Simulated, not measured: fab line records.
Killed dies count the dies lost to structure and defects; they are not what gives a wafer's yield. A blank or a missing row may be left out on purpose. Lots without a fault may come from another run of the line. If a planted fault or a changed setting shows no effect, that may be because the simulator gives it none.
fab line records / flow n5Finfet / part 2 of 2: steps 25 to 37 of 37
record: lots: 5 wafers: 15 lastDay: 18
route steps=1938 shown WELL_APT@22 PMOS_HMC_CHANNEL_EPI@57
lots with no fault: from the same line, run without faults
startH: the number of hours between the record's first day and the start of the first shown wafer of the lot / waitH: how many hours have passed since the lot's step before this one / " repeats the value in the row above / L1.1+2: a row that stands for several wafers / - no value, or no start was given / * or withheld: withheld / < > ~ a bound
route shown NAME@n: a module of which the file shows steps, and the number in the route of the first / usual: mean/standard deviation taken from wafers without a fault / same: alike in all rows / chamber/n: place in a boat / sites: the reading at each site / _std_site: the values' standard deviation / _edge_site: inner sites' mean taken away from outer sites' mean / radiusMm: for every site, how far away it sits from the centre of the wafer / mask NAME#n: copy n / behind: the tool/chamber that last shaped the wafer / hold: why the lot was held/for how many hours/how that ended / device: names the non-switching transistor (n, p or np) / end of line: the route-end tests of the same wafers / a step with no rows: only its recipe / killed: the dies lost at the first sort to structure and to defects; this is not the yield of the wafer / map: shows each die of a wafer: x if killed, . if not, _ if none is there
set.NAME: the setting the step ran with; set.NAME@STEP: the setting that earlier step ran with / model.NAME: the simulator's own value behind a step, which no gauge read
a table for each step, a row for each wafer; lots at some steps of the route
services: from which hour (startH, from the record's first day; less than 0 if before it) a tool's chamber was out of use, for how many hours, and why
== steps ==
step: N5_WELL_APT_DESCUM_30
recipe: chemistry: O2 timeS: 7.9 sourcePowerW: 50 biasPowerW: 20 pressureMtorr: 20 rfFrequencyHz: 2.712e+07 tempC: 40 o2FlowSccm: 225
usual: drypumpMotorCurrentA: 5.6/0.46 oesProductAu: 0.78/0.086 rfVppV: 243.1/1.3 showerheadPlenumPTorr: 2.09/0.05 throttleValvePct: 20.48/0.23
lot.wafer=L074.1 tool=rieDiel-03 chamber=0 startH=15.04 waitH=0.0 drypumpMotorCurrentA=6.1 oesProductAu=0.68 rfHoursCounterH=234 rfVppV=242.1 showerheadPlenumPTorr=2.07 throttleValvePct=21.04
lot.wafer=L074.5 tool=rieDiel-03 chamber=0 startH=15.04 waitH=0.0 drypumpMotorCurrentA=6.1 oesProductAu=0.68 rfHoursCounterH=- rfVppV=244.6 showerheadPlenumPTorr=2.07 throttleValvePct=21.04
lot.wafer=L074.6 tool=rieDiel-03 chamber=3 startH=15.04 waitH=0.0 drypumpMotorCurrentA=5.2 oesProductAu=0.80 rfHoursCounterH=- rfVppV=245.3 showerheadPlenumPTorr=2.18 throttleValvePct=20.19
lot.wafer=L075.2 tool=rieDiel-04 chamber=1 startH=21.31 waitH=0.2 drypumpMotorCurrentA=6.0 oesProductAu=0.77 rfHoursCounterH=140 rfVppV=244.0 showerheadPlenumPTorr=2.18 throttleValvePct=20.76
lot.wafer=L075.3 tool=rieDiel-04 chamber=3 startH=21.31 waitH=0.2 drypumpMotorCurrentA=6.2 oesProductAu=0.73 rfHoursCounterH=206 rfVppV=243.9 showerheadPlenumPTorr=2.08 throttleValvePct=20.45
lot.wafer=L075.5 tool=rieDiel-04 chamber=1 startH=21.31 waitH=0.2 drypumpMotorCurrentA=6.0 oesProductAu=0.77 rfHoursCounterH=- rfVppV=244.9 showerheadPlenumPTorr=2.18 throttleValvePct=20.75
lot.wafer=L082.4 tool=rieDiel-03 chamber=2 startH=63.47 waitH=0.1 drypumpMotorCurrentA=5.8 oesProductAu=0.73 rfHoursCounterH=- rfVppV=242.1 showerheadPlenumPTorr=2.10 throttleValvePct=20.44
lot.wafer=L082.5 tool=rieDiel-03 chamber=1 startH=63.47 waitH=0.1 drypumpMotorCurrentA=5.3 oesProductAu=0.87 rfHoursCounterH=- rfVppV=241.8 showerheadPlenumPTorr=2.07 throttleValvePct=20.22
lot.wafer=L082.6 tool=rieDiel-03 chamber=3 startH=63.47 waitH=0.1 drypumpMotorCurrentA=5.1 oesProductAu=0.77 rfHoursCounterH=- rfVppV=246.3 showerheadPlenumPTorr=2.18 throttleValvePct=20.21
lot.wafer=L084.1 tool=rieDiel-04 chamber=3 startH=75.81 waitH=0.3 drypumpMotorCurrentA=6.2 oesProductAu=0.71 rfHoursCounterH=224 rfVppV=243.2 showerheadPlenumPTorr=2.07 throttleValvePct=20.49
lot.wafer=L084.2 tool=rieDiel-04 chamber=2 startH=75.81 waitH=0.3 drypumpMotorCurrentA=5.1 oesProductAu=0.72 rfHoursCounterH=227 rfVppV=244.4 showerheadPlenumPTorr=2.08 throttleValvePct=20.58
lot.wafer=L084.5 tool=rieDiel-04 chamber=1 startH=75.81 waitH=0.3 drypumpMotorCurrentA=6.0 oesProductAu=0.77 rfHoursCounterH=- rfVppV=245.5 showerheadPlenumPTorr=2.18 throttleValvePct=20.79
lot.wafer=L097.3 tool=rieDiel-03 chamber=2 startH=153.17 waitH=0.0 drypumpMotorCurrentA=5.9 oesProductAu=0.71 rfHoursCounterH=209 rfVppV=243.9 showerheadPlenumPTorr=2.08 throttleValvePct=20.49
lot.wafer=L097.5 tool=rieDiel-03 chamber=2 startH=153.17 waitH=0.0 drypumpMotorCurrentA=5.8 oesProductAu=0.71 rfHoursCounterH=- rfVppV=243.1 showerheadPlenumPTorr=2.08 throttleValvePct=20.49
lot.wafer=L097.6 tool=rieDiel-03 chamber=1 startH=153.17 waitH=0.0 drypumpMotorCurrentA=5.3 oesProductAu=0.83 rfHoursCounterH=- rfVppV=242.8 showerheadPlenumPTorr=2.06 throttleValvePct=20.24
step: N5_WELL_APT_IMPLANT_31
recipe: species: B energyKev: 60 doseCm2: 1.5e+13 tiltDeg: 0 rotationDeg: 0
lot.wafer=L074.1+5+6 tool=implanter-01 chamber=0 startH=15.13 waitH=0.1
lot.wafer=L075.2+3+5 tool=implanter-01 chamber=0 startH=21.44 waitH=0.1
lot.wafer=L082.4+5+6 tool=implanter-02 chamber=0 startH=63.62 waitH=0.1
lot.wafer=L084.1+2+5 tool=implanter-01 chamber=0 startH=75.90 waitH=0.1
lot.wafer=L097.3+5+6 tool=implanter-01 chamber=0 startH=153.33 waitH=0.1
step: N5_WELL_APT_IMPLANT_32
recipe: species: BF2 energyKev: 50 doseCm2: 2e+13 tiltDeg: 0 rotationDeg: 0
lot.wafer=L074.1+5+6 tool=implanter-01 chamber=0 startH=15.31 waitH=0.1
lot.wafer=L075.2+3+5 tool=implanter-01 chamber=0 startH=21.62 waitH=0.1
lot.wafer=L082.4+5+6 tool=implanter-02 chamber=0 startH=63.80 waitH=0.1
lot.wafer=L084.1+2+5 tool=implanter-01 chamber=0 startH=76.08 waitH=0.1
lot.wafer=L097.3+5+6 tool=implanter-01 chamber=0 startH=153.51 waitH=0.1
step: N5_WELL_APT_STRIP_33
recipe: chemistry: SPM timeS: 900 tempC: 130 h2so4H2o2VolRatio: 4 dry: ipaMarangoni
lot.wafer=L074.1+5+6 tool=wetBench-03 chamber=0,2,7 startH=15.52 waitH=0.2
lot.wafer=L075.2+3+5 tool=wetBench-03 chamber=4,7,3 startH=21.80 waitH=0.1
lot.wafer=L082.4+5+6 tool=wetBench-01 chamber=4,6,7 startH=63.92 waitH=0.1
lot.wafer=L084.1+2+5 tool=wetBench-01 chamber=1,0,5 startH=76.29 waitH=0.2
lot.wafer=L097.3+5+6 tool=wetBench-01 chamber=0,7,3 startH=153.67 waitH=0.1
step: N5_WELL_APT_RTA_34
recipe: tempC: 1000 timeS: 10 ambient: N2 idleTempC: 600 rampUpCPerS: 150 rampDownCPerS: 60 coolToC: 600
usual: lampPowerPct: 13.00/0.052 wafer_temp_C_max: 1003.7/1.1
lot.wafer=L074.1 tool=rtpAnneal-02 chamber=0 startH=15.80 waitH=0.0 lampPowerPct=12.86 wafer_temp_C_max=1003.8
lot.wafer=L074.5 tool=rtpAnneal-02 chamber=0 startH=15.80 waitH=0.0 lampPowerPct=12.97 wafer_temp_C_max=1003.0
lot.wafer=L074.6 tool=rtpAnneal-02 chamber=0 startH=15.80 waitH=0.0 lampPowerPct=13.01 wafer_temp_C_max=1002.4
lot.wafer=L075.2 tool=rtpAnneal-02 chamber=0 startH=22.10 waitH=0.0 lampPowerPct=13.00 wafer_temp_C_max=1003.1
lot.wafer=L075.3 tool=rtpAnneal-02 chamber=0 startH=22.10 waitH=0.0 lampPowerPct=12.99 wafer_temp_C_max=1004.6
lot.wafer=L075.5 tool=rtpAnneal-02 chamber=0 startH=22.10 waitH=0.0 lampPowerPct=12.86 wafer_temp_C_max=1004.3
lot.wafer=L082.4 tool=rtpAnneal-02 chamber=0 startH=64.59 waitH=0.4 lampPowerPct=13.00 wafer_temp_C_max=1002.4
lot.wafer=L082.5 tool=rtpAnneal-02 chamber=0 startH=64.59 waitH=0.4 lampPowerPct=12.95 wafer_temp_C_max=1004.3
lot.wafer=L082.6 tool=rtpAnneal-02 chamber=0 startH=64.59 waitH=0.4 lampPowerPct=13.02 wafer_temp_C_max=1005.9
lot.wafer=L084.1 tool=rtpAnneal-01 chamber=0 startH=76.57 waitH=0.0 lampPowerPct=12.96 wafer_temp_C_max=1004.9
lot.wafer=L084.2 tool=rtpAnneal-01 chamber=0 startH=76.57 waitH=0.0 lampPowerPct=12.92 wafer_temp_C_max=1003.6
lot.wafer=L084.5 tool=rtpAnneal-01 chamber=0 startH=76.57 waitH=0.0 lampPowerPct=12.98 wafer_temp_C_max=1003.5
lot.wafer=L097.3 tool=rtpAnneal-02 chamber=0 startH=153.99 waitH=0.1 lampPowerPct=12.94 wafer_temp_C_max=1002.6
lot.wafer=L097.5 tool=rtpAnneal-02 chamber=0 startH=153.99 waitH=0.1 lampPowerPct=13.05 wafer_temp_C_max=1003.1
lot.wafer=L097.6 tool=rtpAnneal-02 chamber=0 startH=153.99 waitH=0.1 lampPowerPct=13.01 wafer_temp_C_max=1003.0
step: N5_WELL_APT_OXIDE_STRIP_42
recipe: chemistry: dHF dilution: 25:1 timeS: 45 tempC: 25 target: SiO2 targetDepthA: 120
lot.wafer=L074.1+5+6 tool=wetBench-03 chamber=1,0,6 startH=15.94 waitH=0.1
lot.wafer=L075.2+3+5 tool=wetBench-03 chamber=4,6,0 startH=22.22 waitH=0.1
lot.wafer=L082.4+5+6 tool=wetBench-01 chamber=6,4,7 startH=64.74 waitH=0.1
lot.wafer=L084.1+2+5 tool=wetBench-03 chamber=6,5,2 startH=76.72 waitH=0.1
lot.wafer=L097.3+5+6 tool=wetBench-02 chamber=6,5,0 startH=154.09 waitH=0.1
step: N5_WELL_APT_PRECLEAN_36
recipe: chemistry: O3/DIW timeS: 45 tempC: 22 o3Ppm: 10
lot.wafer=L074.1+5+6 tool=wetBench-03 chamber=1,0,6 startH=15.96 waitH=0.0
lot.wafer=L075.2+3+5 tool=wetBench-03 chamber=4,6,0 startH=22.24 waitH=0.0
lot.wafer=L082.4+5+6 tool=wetBench-01 chamber=6,4,7 startH=64.76 waitH=0.0
lot.wafer=L084.1+2+5 tool=wetBench-03 chamber=6,5,2 startH=76.73 waitH=0.0
lot.wafer=L097.3+5+6 tool=wetBench-02 chamber=6,5,0 startH=154.11 waitH=0.0
step: N5_WELL_APT_PRECLEAN_39
recipe: chemistry: dHF timeS: 60 dilution: 150:1 tempC: 25
lot.wafer=L074.1+5+6 tool=wetBench-03 chamber=1,0,6 startH=15.97 waitH=0.0
lot.wafer=L075.2+3+5 tool=wetBench-03 chamber=4,6,0 startH=22.25 waitH=0.0
lot.wafer=L082.4+5+6 tool=wetBench-01 chamber=6,4,7 startH=64.77 waitH=0.0
lot.wafer=L084.1+2+5 tool=wetBench-03 chamber=6,5,2 startH=76.74 waitH=0.0
lot.wafer=L097.3+5+6 tool=wetBench-02 chamber=6,5,0 startH=154.12 waitH=0.0
step: N5_WELL_APT_SRD_37
recipe: dry: ipaMarangoni doPpb: 5 timeS: 30 tempC: 23 rinseLiquid: diw
lot.wafer=L074.1+5+6 tool=wetBench-03 chamber=1,0,6 startH=15.99 waitH=0.0
lot.wafer=L075.2+3+5 tool=wetBench-03 chamber=4,6,0 startH=22.27 waitH=0.0
lot.wafer=L082.4+5+6 tool=wetBench-01 chamber=6,4,7 startH=64.78 waitH=0.0
lot.wafer=L084.1+2+5 tool=wetBench-03 chamber=6,5,2 startH=76.76 waitH=0.0
lot.wafer=L097.3+5+6 tool=wetBench-02 chamber=6,5,0 startH=154.14 waitH=0.0
step: N5_WELL_APT_EPI_41
recipe: material: Si targetThkA: 500 tempC: 650 precursor: SiH4/H2 pressureTorr: 20 timeS: 297.7
usual: throttleValvePct: 11.11/0.26
lot.wafer=L074.1 tool=epiRpcvd-04 chamber=0 startH=16.04 waitH=0.0 throttleValvePct=10.89
lot.wafer=L074.5 tool=epiRpcvd-04 chamber=0 startH=16.04 waitH=0.0 throttleValvePct=10.82
lot.wafer=L074.6 tool=epiRpcvd-04 chamber=0 startH=16.04 waitH=0.0 throttleValvePct=10.78
lot.wafer=L075.2 tool=epiRpcvd-04 chamber=0 startH=22.42 waitH=0.1 throttleValvePct=10.92
lot.wafer=L075.3 tool=epiRpcvd-04 chamber=0 startH=22.42 waitH=0.1 throttleValvePct=10.94
lot.wafer=L075.5 tool=epiRpcvd-04 chamber=0 startH=22.42 waitH=0.1 throttleValvePct=10.97
lot.wafer=L082.4 tool=epiRpcvd-04 chamber=0 startH=65.23 waitH=0.4 throttleValvePct=11.13
lot.wafer=L082.5 tool=epiRpcvd-04 chamber=0 startH=65.23 waitH=0.4 throttleValvePct=10.80
lot.wafer=L082.6 tool=epiRpcvd-04 chamber=0 startH=65.23 waitH=0.4 throttleValvePct=10.73
lot.wafer=L084.1 tool=epiRpcvd-04 chamber=0 startH=76.81 waitH=0.0 throttleValvePct=10.85
lot.wafer=L084.2 tool=epiRpcvd-04 chamber=0 startH=76.81 waitH=0.0 throttleValvePct=10.85
lot.wafer=L084.5 tool=epiRpcvd-04 chamber=0 startH=76.81 waitH=0.0 throttleValvePct=10.95
lot.wafer=L097.3 tool=epiRpcvd-03 chamber=0 startH=154.40 waitH=0.2 throttleValvePct=11.12
lot.wafer=L097.5 tool=epiRpcvd-03 chamber=0 startH=154.40 waitH=0.2 throttleValvePct=10.87
lot.wafer=L097.6 tool=epiRpcvd-03 chamber=0 startH=154.40 waitH=0.2 throttleValvePct=10.68
step: N5_WELL_APT_INSPECT_38
recipe: inspectInstrument: darkfield mode: postEpi
usual: rawDefectCount: 13/5
lot.wafer=L074.1 tool=defectInspect-01 chamber=- startH=16.67 waitH=0.5 rawDefectCount=9
lot.wafer=L074.5 tool=defectInspect-01 chamber=- startH=16.67 waitH=0.5 rawDefectCount=10
lot.wafer=L074.6 tool=defectInspect-01 chamber=- startH=16.67 waitH=0.5 rawDefectCount=12
lot.wafer=L075.2 tool=defectInspect-01 chamber=- startH=22.95 waitH=0.4 rawDefectCount=20
lot.wafer=L075.3 tool=defectInspect-01 chamber=- startH=22.95 waitH=0.4 rawDefectCount=10
lot.wafer=L075.5 tool=defectInspect-01 chamber=- startH=22.95 waitH=0.4 rawDefectCount=16
lot.wafer=L082.4 tool=defectInspect-02 chamber=- startH=65.67 waitH=0.3 rawDefectCount=4
lot.wafer=L082.5 tool=defectInspect-02 chamber=- startH=65.67 waitH=0.3 rawDefectCount=13
lot.wafer=L082.6 tool=defectInspect-02 chamber=- startH=65.67 waitH=0.3 rawDefectCount=9
lot.wafer=L084.1 tool=defectInspect-02 chamber=- startH=77.64 waitH=0.7 rawDefectCount=12
lot.wafer=L084.2 tool=defectInspect-02 chamber=- startH=77.64 waitH=0.7 rawDefectCount=7
lot.wafer=L084.5 tool=defectInspect-02 chamber=- startH=77.64 waitH=0.7 rawDefectCount=11
lot.wafer=L097.3 tool=defectInspect-01 chamber=- startH=154.83 waitH=0.3 rawDefectCount=14
lot.wafer=L097.5 tool=defectInspect-01 chamber=- startH=154.83 waitH=0.3 rawDefectCount=10
lot.wafer=L097.6 tool=defectInspect-01 chamber=- startH=154.83 waitH=0.3 rawDefectCount=6
step: N5_PMOS_HMC_CHANNEL_EPI_HM_DEP_34
recipe: material: SiO2 targetThkA: 360 tempC: 400 precursor: TEOS/O2 pressureTorr: 6.5 rfW: 900 teosFlowSccm: 161.4 gas: O2 flowSccm: 2650 timeS: 6.9
usual: heaterPowerW: 519/57 showerheadPlenumPTorr: 8.361/0.028 throttleValvePct: 19.7/1.3
lot.wafer=L074.1 tool=pecvd-02 chamber=2 startH=16.71 waitH=0.0 heaterPowerW=450 showerheadPlenumPTorr=8.330 throttleValvePct=18.5
lot.wafer=L074.5 tool=pecvd-02 chamber=1 startH=16.71 waitH=0.0 heaterPowerW=477 showerheadPlenumPTorr=8.385 throttleValvePct=18.3
lot.wafer=L074.6 tool=pecvd-02 chamber=2 startH=16.71 waitH=0.0 heaterPowerW=452 showerheadPlenumPTorr=8.331 throttleValvePct=18.6
lot.wafer=L075.2 tool=pecvd-02 chamber=0 startH=22.99 waitH=0.0 heaterPowerW=518 showerheadPlenumPTorr=8.362 throttleValvePct=20.8
lot.wafer=L075.3 tool=pecvd-02 chamber=2 startH=22.99 waitH=0.0 heaterPowerW=514 showerheadPlenumPTorr=8.329 throttleValvePct=18.7
lot.wafer=L075.5 tool=pecvd-02 chamber=0 startH=22.99 waitH=0.0 heaterPowerW=531 showerheadPlenumPTorr=8.356 throttleValvePct=20.9
lot.wafer=L082.4 tool=pecvd-01 chamber=2 startH=65.72 waitH=0.0 heaterPowerW=474 showerheadPlenumPTorr=8.382 throttleValvePct=21.0
lot.wafer=L082.5 tool=pecvd-01 chamber=1 startH=65.72 waitH=0.0 heaterPowerW=555 showerheadPlenumPTorr=8.354 throttleValvePct=21.1
lot.wafer=L082.6 tool=pecvd-01 chamber=0 startH=65.72 waitH=0.0 heaterPowerW=537 showerheadPlenumPTorr=8.392 throttleValvePct=18.0
lot.wafer=L084.1 tool=pecvd-02 chamber=0 startH=77.68 waitH=0.0 heaterPowerW=570 showerheadPlenumPTorr=8.346 throttleValvePct=20.9
lot.wafer=L084.2 tool=pecvd-02 chamber=2 startH=77.68 waitH=0.0 heaterPowerW=482 showerheadPlenumPTorr=8.324 throttleValvePct=18.6
lot.wafer=L084.5 tool=pecvd-02 chamber=0 startH=77.68 waitH=0.0 heaterPowerW=554 showerheadPlenumPTorr=8.403 throttleValvePct=20.7
lot.wafer=L097.3 tool=pecvd-01 chamber=2 startH=154.87 waitH=0.0 heaterPowerW=481 showerheadPlenumPTorr=8.372 throttleValvePct=21.0
lot.wafer=L097.5 tool=pecvd-01 chamber=2 startH=154.87 waitH=0.0 heaterPowerW=475 showerheadPlenumPTorr=8.370 throttleValvePct=21.2
lot.wafer=L097.6 tool=pecvd-01 chamber=0 startH=154.87 waitH=0.0 heaterPowerW=668 showerheadPlenumPTorr=8.387 throttleValvePct=18.3
step: N5_PMOS_HMC_CHANNEL_EPI_COAT_31
recipe: resist: BARC tempC: 205 timeS: 60 spinRpm: 1500 resistThkNm: 66
usual: chillPlateTempC: 23.00/0.1 exhaustPa: 45.1/0.87
lot.wafer=L074.1 tool=lithoTrack-05 chamber=0 startH=16.76 waitH=0.0 chillPlateTempC=22.95 exhaustPa=45.3
lot.wafer=L074.5 tool=lithoTrack-05 chamber=0 startH=16.76 waitH=0.0 chillPlateTempC=23.01 exhaustPa=46.2
lot.wafer=L074.6 tool=lithoTrack-05 chamber=0 startH=16.76 waitH=0.0 chillPlateTempC=23.00 exhaustPa=45.6
lot.wafer=L075.2 tool=lithoTrack-05 chamber=0 startH=23.05 waitH=0.0 chillPlateTempC=23.04 exhaustPa=46.4
lot.wafer=L075.3 tool=lithoTrack-05 chamber=0 startH=23.05 waitH=0.0 chillPlateTempC=22.92 exhaustPa=45.3
lot.wafer=L075.5 tool=lithoTrack-05 chamber=0 startH=23.05 waitH=0.0 chillPlateTempC=23.11 exhaustPa=44.5
lot.wafer=L082.4 tool=lithoTrack-05 chamber=0 startH=65.76 waitH=0.0 chillPlateTempC=23.18 exhaustPa=45.5
lot.wafer=L082.5 tool=lithoTrack-05 chamber=0 startH=65.76 waitH=0.0 chillPlateTempC=22.95 exhaustPa=43.7
lot.wafer=L082.6 tool=lithoTrack-05 chamber=0 startH=65.76 waitH=0.0 chillPlateTempC=23.08 exhaustPa=44.9
lot.wafer=L084.1 tool=lithoTrack-03 chamber=0 startH=77.74 waitH=0.0 chillPlateTempC=22.96 exhaustPa=44.6
lot.wafer=L084.2 tool=lithoTrack-03 chamber=0 startH=77.74 waitH=0.0 chillPlateTempC=22.77 exhaustPa=43.1
lot.wafer=L084.5 tool=lithoTrack-03 chamber=0 startH=77.74 waitH=0.0 chillPlateTempC=23.08 exhaustPa=44.8
lot.wafer=L097.3 tool=lithoTrack-04 chamber=0 startH=154.93 waitH=0.0 chillPlateTempC=23.05 exhaustPa=44.9
lot.wafer=L097.5 tool=lithoTrack-04 chamber=0 startH=154.93 waitH=0.0 chillPlateTempC=23.01 exhaustPa=46.1
lot.wafer=L097.6 tool=lithoTrack-04 chamber=0 startH=154.93 waitH=0.0 chillPlateTempC=23.10 exhaustPa=45.4
== services ==
tool=implanter-01 chamber=- startH=-10.42 hours=3.6 kind=pm
tool=wetBench-01 chamber=- startH=20.71 hours=0.6 kind=repair
tool=krfScanner-01 chamber=- startH=23.41 hours=18.5 kind=repair
tool=pecvd-02 chamber=- startH=32.22 hours=14.6 kind=pm
tool=wetBench-03 chamber=- startH=42.27 hours=0.7 kind=repair
tool=pecvd-02 chamber=- startH=48.61 hours=0.9 kind=repair
tool=wetBench-03 chamber=- startH=50.85 hours=2.6 kind=repair
tool=krfScanner-02 chamber=- startH=51.54 hours=0.8 kind=pm
tool=krfScanner-01 chamber=- startH=61.92 hours=0.6 kind=repair
tool=rieDiel-03 chamber=0 startH=63.04 hours=1.6 kind=repair
tool=pecvd-02 chamber=- startH=64.22 hours=5.5 kind=pm
tool=krfScanner-01 chamber=- startH=66.98 hours=1.0 kind=pm
tool=implanter-01 chamber=- startH=67.17 hours=1.6 kind=repair
tool=krfScanner-01 chamber=- startH=70.20 hours=1.3 kind=pm
tool=rtpAnneal-02 chamber=- startH=75.97 hours=2.9 kind=pm
tool=krfScanner-02 chamber=- startH=84.40 hours=0.3 kind=repair
tool=pecvd-02 chamber=1 startH=105.49 hours=26.6 kind=repair
tool=krfScanner-02 chamber=- startH=110.63 hours=36.0 kind=pm
tool=krfScanner-01 chamber=- startH=118.61 hours=1.1 kind=repair
tool=pecvd-02 chamber=2 startH=120.62 hours=4.6 kind=repair
tool=rieDiel-03 chamber=1 startH=129.58 hours=13.2 kind=repair
tool=wetBench-02 chamber=- startH=132.77 hours=1.5 kind=repair
tool=krfScanner-02 chamber=- startH=146.63 hours=1.3 kind=pm
tool=krfScanner-02 chamber=- startH=147.93 hours=1.0 kind=pm
